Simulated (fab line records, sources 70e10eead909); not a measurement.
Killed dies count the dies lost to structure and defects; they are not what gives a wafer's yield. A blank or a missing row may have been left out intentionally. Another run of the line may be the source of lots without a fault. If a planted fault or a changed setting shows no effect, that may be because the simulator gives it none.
Which tool did it? | flow nandHarc | 21 lots with 63 wafers sampled at 6 steps, on a route of 1159 steps

## WHAT THE GAUGES READ, wafer by wafer
The record holds no reading of a measuring or inspecting step that can be judged against a usual standard deviation.

## TOOL THAT RAN EACH LOT (tool first, then ch and the chambers of the sampled wafers, then the start)
lot  | NHARC_A_CONTACT_ETCH_113           | NHARC_A_CONTACT_ETCH_121           | NHARC_A_CONTACT_ETCH_102          | NHARC_A_CONTACT_ETCH_76                      | NHARC_A_CONTACT_ETCH_129           | NHARC_A_CONTACT_ETCH_130
L075 | harCapEtch-02 ch 0,1, day 16 09:50 | harCapEtch-02 ch 0,1, day 16 10:34 | rieDiel-06 ch 1,2,3, day 16 11:51 | rieDiel-03 ch 2,3, day 16 17:17 or earlier   | harCapEtch-01 ch 0,1, day 16 17:17 | harCapEtch-01 ch 0,1, day 16 17:25
L074 | harCapEtch-01 ch 0,1, day 16 12:07 | harCapEtch-01 ch 0,1, day 16 12:51 | rieDiel-03 ch 0,2, day 16 14:34   | rieDiel-03 ch 1,3, day 16 19:54 or earlier   | harCapEtch-03 ch 0,1, day 16 19:54 | harCapEtch-03 ch 0,1, day 16 20:03
L078 | harCapEtch-01 ch 0,1, day 17 01:28 | harCapEtch-01 ch 0,1, day 17 02:12 | rieDiel-06 ch 0,3, day 17 03:49   | rieDiel-03 ch 0,1,2, day 17 09:19 or earlier | harCapEtch-01 ch 0,1, day 17 09:19 | harCapEtch-01 ch 0,1, day 17 09:27
L076 | harCapEtch-03 ch 1, day 17 04:40   | harCapEtch-03 ch 1, day 17 05:23   | rieDiel-06 ch 1,3, day 17 06:43   | rieDiel-06 ch 0,3, day 17 13:05 or earlier   | harCapEtch-02 ch 0,1, day 17 13:05 | harCapEtch-02 ch 0,1, day 17 13:14
L080 | harCapEtch-03 ch 0,1, day 17 12:16 | harCapEtch-03 ch 0,1, day 17 13:00 | rieDiel-06 ch 1,2, day 17 14:38   | rieDiel-06 ch 0,1,3, day 17 23:15 or earlier | harCapEtch-03 ch 1, day 17 23:15   | harCapEtch-03 ch 1, day 17 23:24
L083 | harCapEtch-02 ch 0,1, day 17 23:41 | harCapEtch-02 ch 0,1, day 18 00:24 | rieDiel-03 ch 2,3, day 18 01:44   | rieDiel-03 ch 0,1,3, day 18 07:10 or earlier | harCapEtch-01 ch 0,1, day 18 07:10 | harCapEtch-01 ch 0,1, day 18 07:19
L082 | harCapEtch-02 ch 1, day 18 05:16   | harCapEtch-02 ch 1, day 18 06:00   | rieDiel-03 ch 1,2,3, day 18 08:11 | rieDiel-12 ch 1,2,3, day 18 17:08 or earlier | harCapEtch-02 ch 0,1, day 18 17:08 | harCapEtch-02 ch 0,1, day 18 17:17
L085 | harCapEtch-01 ch 0,1, day 18 17:41 | harCapEtch-01 ch 0,1, day 18 18:25 | rieDiel-03 ch 0,3, day 18 19:43   | rieDiel-06 ch 2,3, day 19 01:28 or earlier   | harCapEtch-01 ch 0,1, day 19 01:28 | harCapEtch-01 ch 0,1, day 19 01:37
L081 | harCapEtch-03 ch 0,1, day 18 19:02 | harCapEtch-03 ch 0,1, day 18 19:46 | rieDiel-03 ch 2,3, day 18 21:04   | rieDiel-03 ch 0,2, day 19 03:47 or earlier   | harCapEtch-02 ch 0,1, day 19 03:47 | harCapEtch-02 ch 0,1, day 19 03:56
L084 | harCapEtch-03 ch 0,1, day 19 02:23 | harCapEtch-03 ch 0,1, day 19 03:07 | rieDiel-03 ch 0,1,3, day 19 04:23 | rieDiel-03 ch 0,1,2, day 19 10:16 or earlier | harCapEtch-01 ch 0,1, day 19 10:16 | harCapEtch-01 ch 0,1, day 19 10:25
L087 | harCapEtch-03 ch 0,1, day 19 08:25 | harCapEtch-03 ch 0,1, day 19 09:08 | rieDiel-06 ch 0,2, day 19 10:46   | rieDiel-12 ch 1,2,3, day 19 16:00 or earlier | harCapEtch-02 ch 0,1, day 19 16:00 | harCapEtch-02 ch 0,1, day 19 16:08
L086 | harCapEtch-03 ch 0,1, day 19 10:56 | harCapEtch-03 ch 0,1, day 19 11:40 | rieDiel-03 ch 1,2,3, day 19 12:57 | rieDiel-03 ch 0,1,2, day 19 18:09 or earlier | harCapEtch-03 ch 0,1, day 19 18:09 | harCapEtch-03 ch 0,1, day 19 18:18
L089 | harCapEtch-01 ch 0,1, day 19 20:01 | harCapEtch-01 ch 0,1, day 19 20:59 | rieDiel-03 ch 1,2, day 19 22:25   | rieDiel-03 ch 1,2,3, day 20 03:46 or earlier | harCapEtch-02 ch 0,1, day 20 03:46 | harCapEtch-02 ch 0,1, day 20 03:58
L088 | harCapEtch-01 ch 0,1, day 20 02:01 | harCapEtch-01 ch 0,1, day 20 02:59 | rieDiel-03 ch 2,3, day 20 04:26   | rieDiel-12 ch 0,2,3, day 20 10:32 or earlier | harCapEtch-03 ch 0,1, day 20 10:32 | harCapEtch-03 ch 0,1, day 20 10:41
L090 | harCapEtch-03 ch 0,1, day 20 07:10 | harCapEtch-03 ch 0,1, day 20 07:53 | rieDiel-06 ch 1,2,3, day 20 09:11 | rieDiel-03 ch 0,2,3, day 20 14:31 or earlier | harCapEtch-01 ch 0,1, day 20 14:31 | harCapEtch-01 ch 0,1, day 20 14:43
L091 | harCapEtch-01 ch 0,1, day 20 09:20 | harCapEtch-01 ch 0,1, day 20 10:19 | rieDiel-06 ch 1,2,3, day 20 13:17 | rieDiel-03 ch 0,1,2, day 20 21:08 or earlier | harCapEtch-01 ch 1, day 20 21:08   | harCapEtch-01 ch 1, day 20 21:20
L093 | harCapEtch-02 ch 0,1, day 20 12:34 | harCapEtch-02 ch 0,1, day 20 13:17 | rieDiel-12 ch 1,2,3, day 20 14:37 | rieDiel-03 ch 0,1,3, day 20 21:44 or earlier | harCapEtch-02 ch 0,1, day 20 21:44 | harCapEtch-02 ch 0,1, day 20 21:52
L095 | harCapEtch-03 ch 0,1, day 20 22:49 | harCapEtch-03 ch 0,1, day 20 23:32 | rieDiel-06 ch 0,3, day 21 00:48   | rieDiel-06 ch 1,2,3, day 21 09:59 or earlier | harCapEtch-02 ch 0,1, day 21 09:59 | harCapEtch-02 ch 0,1, day 21 10:07
L094 | harCapEtch-03 ch 0,1, day 21 02:29 | harCapEtch-03 ch 0,1, day 21 03:13 | rieDiel-06 ch 1,2, day 21 04:29   | rieDiel-03 ch 1,2,3, day 21 14:10 or earlier | harCapEtch-03 ch 0,1, day 21 14:10 | harCapEtch-03 ch 0,1, day 21 14:19
L097 | harCapEtch-02 ch 0,1, day 21 17:28 | harCapEtch-02 ch 0,1, day 21 18:12 | rieDiel-12 ch 0,2, day 21 19:34   | rieDiel-03 ch 0,1,2, day 22 00:43 or earlier | harCapEtch-03 ch 0,1, day 22 00:43 | harCapEtch-03 ch 0,1, day 22 00:52
L096 | harCapEtch-01 ch 0,1, day 21 23:40 | harCapEtch-01 ch 0,1, day 22 00:24 | rieDiel-03 ch 1,3, day 22 01:41   | rieDiel-12 ch 0,2,3, day 22 06:53 or earlier | harCapEtch-01 ch 0,1, day 22 06:53 | harCapEtch-01 ch 0,1, day 22 07:01
- NHARC_A_CONTACT_ETCH_113: etches the open film in C4F8/O2/Ar, time 94 s, target depth 922 nm.
- NHARC_A_CONTACT_ETCH_121: etches the open film in C4F8/O2/Ar, time 94 s, target depth 922 nm.
- NHARC_A_CONTACT_ETCH_102: etches the open film in CF4/O2, target depth 70 nm, overetch 7 nm, time 38.5 s.
- NHARC_A_CONTACT_ETCH_76: etches the open film in N2/H2, target depth 260 nm, time 475.3 s.
- NHARC_A_CONTACT_ETCH_129: etches the open film in C4F8/O2/Ar, time 155 s, target depth 956 nm.
- NHARC_A_CONTACT_ETCH_130: etches the open film in C4F8/O2/Ar, time 155 s, target depth 956 nm.

## WHAT THE TOOLS THEMSELVES READ (means of the sampled wafers that have a number; where no wafer has one, the mark that the record gives instead)
NHARC_A_CONTACT_ETCH_113. Usual: chamberPressureMTorr 19.999 mTorr, standard deviation 0.018; oesAirLineAu 1.003 a.u., standard deviation 0.021.
lot  | tool          | chamberPressureMTorr (mTorr) | oesAirLineAu (a.u.) | flag
L075 | harCapEtch-02 | 19.997                       | 0.990               | 
L074 | harCapEtch-01 | 19.997                       | 1.026               | 
L078 | harCapEtch-01 | 19.989                       | 1.014               | 
L076 | harCapEtch-03 | 19.990                       | 1.003               | 
L080 | harCapEtch-03 | 20.001                       | 0.997               | 
L083 | harCapEtch-02 | 19.987                       | 1.011               | 
L082 | harCapEtch-02 | 19.998                       | 0.985               | 
L085 | harCapEtch-01 | 20.001                       | 1.013               | 
L081 | harCapEtch-03 | 20.010                       | 1.039               | 
L084 | harCapEtch-03 | 20.004                       | 0.987               | 
L087 | harCapEtch-03 | 19.988                       | 1.017               | 
L086 | harCapEtch-03 | 19.986                       | 1.000               | 
L089 | harCapEtch-01 | 20.003                       | 1.022               | 
L088 | harCapEtch-01 | 20.005                       | 1.007               | 
L090 | harCapEtch-03 | 20.008                       | 0.989               | 
L091 | harCapEtch-01 | 19.998                       | 0.987               | 
L093 | harCapEtch-02 | 20.020                       | 0.998               | 
L095 | harCapEtch-03 | 19.990                       | 0.984               | 
L094 | harCapEtch-03 | 20.001                       | 1.007               | 
L097 | harCapEtch-02 | 19.979                       | 0.998               | 
L096 | harCapEtch-01 | 20.001                       | 0.996               | 

NHARC_A_CONTACT_ETCH_121. Usual: chamberPressureMTorr 19.998 mTorr, standard deviation 0.017; oesAirLineAu 1.000 a.u., standard deviation 0.021.
lot  | tool          | chamberPressureMTorr (mTorr) | oesAirLineAu (a.u.) | flag
L075 | harCapEtch-02 | 19.993                       | 1.012               | 
L074 | harCapEtch-01 | 20.023                       | 1.015               | 
L078 | harCapEtch-01 | 19.989                       | 1.012               | 
L076 | harCapEtch-03 | 19.988                       | 1.005               | 
L080 | harCapEtch-03 | 19.985                       | 0.996               | 
L083 | harCapEtch-02 | 19.991                       | 0.998               | 
L082 | harCapEtch-02 | 19.996                       | 1.017               | 
L085 | harCapEtch-01 | 19.991                       | 1.012               | 
L081 | harCapEtch-03 | 20.002                       | 0.986               | 
L084 | harCapEtch-03 | 20.000                       | 0.969               | 
L087 | harCapEtch-03 | 20.004                       | 0.990               | 
L086 | harCapEtch-03 | 19.995                       | 1.002               | 
L089 | harCapEtch-01 | 19.990                       | 1.004               | 
L088 | harCapEtch-01 | 19.994                       | 0.981               | 
L090 | harCapEtch-03 | 20.027                       | 1.002               | 
L091 | harCapEtch-01 | 20.008                       | 1.007               | 
L093 | harCapEtch-02 | 19.989                       | 0.988               | 
L095 | harCapEtch-03 | 19.994                       | 0.996               | 
L094 | harCapEtch-03 | 19.985                       | 0.990               | 
L097 | harCapEtch-02 | 20.007                       | 1.014               | 
L096 | harCapEtch-01 | 19.998                       | 0.995               | 

NHARC_A_CONTACT_ETCH_102. Usual: chamberPressureMTorr 30.000 mTorr, standard deviation 0.027; drypumpMotorCurrentA 5.7 A, standard deviation 0.39; oes_f_703_au 1.001 a.u., standard deviation 0.0045; oes_o_777_au 1.000 a.u., standard deviation 0.0044; oesProductAu 0.998 a.u., standard deviation 0.011; rfVppV 197.2 V, standard deviation 1.4; showerheadPlenumPTorr 1.31 Torr, standard deviation 0.051; throttleValvePct 13.397 %, standard deviation 0.0092.
lot  | tool       | chamberPressureMTorr (mTorr) | drypumpMotorCurrentA (A) | oes_f_703_au (a.u.) | oes_o_777_au (a.u.) | oesProductAu (a.u.) | rfVppV (V) | showerheadPlenumPTorr (Torr) | throttleValvePct (%) | flag
L075 | rieDiel-06 | 29.974                       | 6.0                      | 1.003               | 1.004               | 1.001               | 197.6      | 1.37                         | 13.398               | 
L074 | rieDiel-03 | 30.003                       | 5.9                      | 1.002               | 1.000               | 0.991               | 196.6      | 1.28                         | 13.397               | 
L078 | rieDiel-06 | 29.984                       | 5.5                      | 0.999               | 0.997               | 0.999               | 197.2      | 1.33                         | 13.395               | 
L076 | rieDiel-06 | 30.033                       | 6.1                      | 1.004               | 0.995               | 0.997               | 199.0      | 1.38                         | 13.393               | 
L080 | rieDiel-06 | 29.997                       | 6.0                      | 1.003               | 1.000               | 1.000               | 197.8      | 1.36                         | 13.398               | 
L083 | rieDiel-03 | 29.999                       | 5.5                      | 0.999               | 1.004               | 0.998               | 195.5      | 1.25                         | 13.399               | 
L082 | rieDiel-03 | 29.997                       | 5.5                      | 0.996               | 1.001               | 1.003               | 195.9      | 1.29                         | 13.400               | 
L085 | rieDiel-03 | 29.991                       | 5.8                      | 1.000               | 0.999               | 1.002               | 196.3      | 1.26                         | 13.391               | 
L081 | rieDiel-03 | 30.003                       | 5.4                      | 1.005               | 1.002               | 1.013               | 195.8      | 1.25                         | 13.401               | 
L084 | rieDiel-03 | 30.010                       | 5.9                      | 1.007               | 0.997               | 0.981               | 196.4      | 1.29                         | 13.402               | 
L087 | rieDiel-06 | 30.019                       | 5.5                      | 1.000               | 1.002               | 1.003               | 198.4      | 1.32                         | 13.399               | 
L086 | rieDiel-03 | 30.005                       | 5.5                      | 1.000               | 0.999               | 0.997               | 196.4      | 1.29                         | 13.398               | 
L089 | rieDiel-03 | 30.013                       | 5.6                      | 1.003               | 0.997               | 0.994               | 197.9      | 1.32                         | 13.396               | 
L088 | rieDiel-03 | 29.979                       | 5.5                      | 1.003               | 1.002               | 0.993               | 197.0      | 1.25                         | 13.398               | 
L090 | rieDiel-06 | 30.003                       | 6.0                      | 0.998               | 0.999               | 1.009               | 198.1      | 1.37                         | 13.396               | 
L091 | rieDiel-06 | 30.027                       | 6.0                      | 1.003               | 0.999               | 1.006               | 198.9      | 1.37                         | 13.401               | 
L093 | rieDiel-12 | 30.018                       | 5.4                      | 1.005               | 0.998               | 0.988               | 196.5      | 1.32                         | 13.388               | 
L095 | rieDiel-06 | 29.992                       | 5.8                      | 0.999               | 1.003               | 1.009               | 198.3      | 1.35                         | 13.391               | 
L094 | rieDiel-06 | 30.006                       | 5.9                      | 1.002               | 0.999               | 0.992               | 197.6      | 1.36                         | 13.403               | 
L097 | rieDiel-12 | 30.019                       | 5.5                      | 0.998               | 0.996               | 1.004               | 197.4      | 1.32                         | 13.392               | 
L096 | rieDiel-03 | 29.958                       | 5.7                      | 1.002               | 1.004               | 0.998               | 197.1      | 1.31                         | 13.389               | 

NHARC_A_CONTACT_ETCH_76. Usual: chamberPressureMTorr 30.002 mTorr, standard deviation 0.027; drypumpMotorCurrentA 5.7 A, standard deviation 0.41; oesProductAu 0.998 a.u., standard deviation 0.0088; rfVppV 429.3 V, standard deviation 2.4; showerheadPlenumPTorr 1.99 Torr, standard deviation 0.076; throttleValvePct 14.172 %, standard deviation 0.0085.
lot  | tool       | chamberPressureMTorr (mTorr) | drypumpMotorCurrentA (A) | oesProductAu (a.u.) | rfVppV (V) | showerheadPlenumPTorr (Torr) | throttleValvePct (%) | flag
L075 | rieDiel-03 | 30.015                       | 5.4                      | 1.000               | 426.7      | 1.91                         | 14.175               | 
L074 | rieDiel-03 | 30.012                       | 5.7                      | 0.999               | 429.7      | 2.02                         | 14.172               | 
L078 | rieDiel-03 | 30.017                       | 5.8                      | 0.999               | 429.4      | 1.99                         | 14.174               | 
L076 | rieDiel-06 | 29.998                       | 5.8                      | 0.994               | 431.9      | 2.08                         | 14.169               | 
L080 | rieDiel-06 | 29.997                       | 5.7                      | 0.990               | 431.6      | 2.07                         | 14.173               | 
L083 | rieDiel-03 | 29.974                       | 5.9                      | 1.002               | 429.3      | 1.98                         | 14.172               | 
L082 | rieDiel-12 | 30.017                       | 5.4                      | 0.998               | 430.5      | 2.03                         | 14.167               | 
L085 | rieDiel-06 | 29.993                       | 6.1                      | 1.009               | 432.6      | 2.08                         | 14.171               | 
L081 | rieDiel-03 | 30.002                       | 5.7                      | 1.000               | 427.2      | 1.93                         | 14.177               | 
L084 | rieDiel-03 | 29.990                       | 5.8                      | 0.991               | 429.1      | 1.98                         | 14.168               | 
L087 | rieDiel-12 | 29.988                       | 5.4                      | 0.996               | 430.5      | 2.03                         | 14.164               | 
L086 | rieDiel-03 | 30.049                       | 5.8                      | 1.004               | 428.7      | 1.98                         | 14.171               | 
L089 | rieDiel-03 | 30.008                       | 5.6                      | 1.001               | 427.9      | 1.95                         | 14.186               | 
L088 | rieDiel-12 | 29.974                       | 5.3                      | 0.997               | 429.5      | 2.00                         | 14.172               | 
L090 | rieDiel-03 | 29.990                       | 5.7                      | 1.001               | 427.3      | 1.92                         | 14.174               | 
L091 | rieDiel-03 | 30.005                       | 5.8                      | 0.993               | 429.8      | 1.98                         | 14.168               | 
L093 | rieDiel-03 | 29.965                       | 5.9                      | 1.002               | 427.4      | 1.97                         | 14.175               | 
L095 | rieDiel-06 | 29.998                       | 6.0                      | 0.990               | 431.2      | 2.09                         | 14.166               | 
L094 | rieDiel-03 | 30.015                       | 5.5                      | 0.999               | 427.2      | 1.95                         | 14.170               | 
L097 | rieDiel-03 | 30.017                       | 5.8                      | 0.996               | 429.2      | 1.98                         | 14.168               | 
L096 | rieDiel-12 | 30.001                       | 5.3                      | 1.008               | 429.4      | 1.99                         | 14.176               | 

NHARC_A_CONTACT_ETCH_129. Usual: chamberPressureMTorr 20.002 mTorr, standard deviation 0.018; oesAirLineAu 0.998 a.u., standard deviation 0.02.
lot  | tool          | chamberPressureMTorr (mTorr) | oesAirLineAu (a.u.) | flag
L075 | harCapEtch-01 | 19.991                       | 0.997               | 
L074 | harCapEtch-03 | 19.999                       | 0.989               | 
L078 | harCapEtch-01 | 20.007                       | 0.992               | 
L076 | harCapEtch-02 | 20.036                       | 1.006               | 
L080 | harCapEtch-03 | 20.013                       | 1.006               | 
L083 | harCapEtch-01 | 20.009                       | 1.019               | 
L082 | harCapEtch-02 | 20.015                       | 0.988               | 
L085 | harCapEtch-01 | 19.992                       | 1.007               | 
L081 | harCapEtch-02 | 20.010                       | 0.978               | 
L084 | harCapEtch-01 | 19.997                       | 0.998               | 
L087 | harCapEtch-02 | 20.008                       | 1.032               | 
L086 | harCapEtch-03 | 19.992                       | 1.002               | 
L089 | harCapEtch-02 | 19.999                       | 1.005               | 
L088 | harCapEtch-03 | 19.993                       | 1.015               | 
L090 | harCapEtch-01 | 19.992                       | 1.004               | 
L091 | harCapEtch-01 | 20.002                       | 0.981               | 
L093 | harCapEtch-02 | 20.002                       | 1.002               | 
L095 | harCapEtch-02 | 19.974                       | 1.008               | 
L094 | harCapEtch-03 | 19.997                       | 1.020               | 
L097 | harCapEtch-03 | 20.006                       | 0.986               | 
L096 | harCapEtch-01 | 19.991                       | 1.011               | 

NHARC_A_CONTACT_ETCH_130. Usual: chamberPressureMTorr 20.002 mTorr, standard deviation 0.018; oesAirLineAu 1.001 a.u., standard deviation 0.019.
lot  | tool          | chamberPressureMTorr (mTorr) | oesAirLineAu (a.u.) | flag
L075 | harCapEtch-01 | 20.000                       | 0.998               | 
L074 | harCapEtch-03 | 19.989                       | 0.999               | 
L078 | harCapEtch-01 | 19.992                       | 0.997               | 
L076 | harCapEtch-02 | 20.005                       | 1.001               | 
L080 | harCapEtch-03 | 20.012                       | 1.016               | 
L083 | harCapEtch-01 | 19.995                       | 1.020               | 
L082 | harCapEtch-02 | 20.005                       | 1.019               | 
L085 | harCapEtch-01 | 20.009                       | 0.986               | 
L081 | harCapEtch-02 | 20.005                       | 0.990               | 
L084 | harCapEtch-01 | 20.024                       | 0.998               | 
L087 | harCapEtch-02 | 19.991                       | 1.015               | 
L086 | harCapEtch-03 | 20.015                       | 1.003               | 
L089 | harCapEtch-02 | 19.998                       | 0.994               | 
L088 | harCapEtch-03 | 19.994                       | 1.001               | 
L090 | harCapEtch-01 | 19.978                       | 0.988               | 
L091 | harCapEtch-01 | 20.004                       | 0.995               | 
L093 | harCapEtch-02 | 19.987                       | 1.019               | 
L095 | harCapEtch-02 | 19.998                       | 1.002               | 
L094 | harCapEtch-03 | 20.009                       | 0.968               | 
L097 | harCapEtch-03 | 19.985                       | 0.983               | 
L096 | harCapEtch-01 | 19.989                       | 0.996               | 

## THE ANSWER, worked out from the rows above alone
Rule: a lot counts as off when the mean over its wafers that have a number is more than 3 standard deviations away from the usual mean. A lot without any number at a reading at which 4 lots or more have one is off too. The other lots that the step has rows for count as sound. First the gauges in route order, then the tools' own readings, where a lot's mean is used as printed above. At the first step where some lot is off, the reading lying furthest off is the one used; lots without a number count as furthest.
Across all readings shown, no lot is off: no conclusion can be drawn from this.

## WHAT HAD BEEN PUT IN BY THE SIMULATOR
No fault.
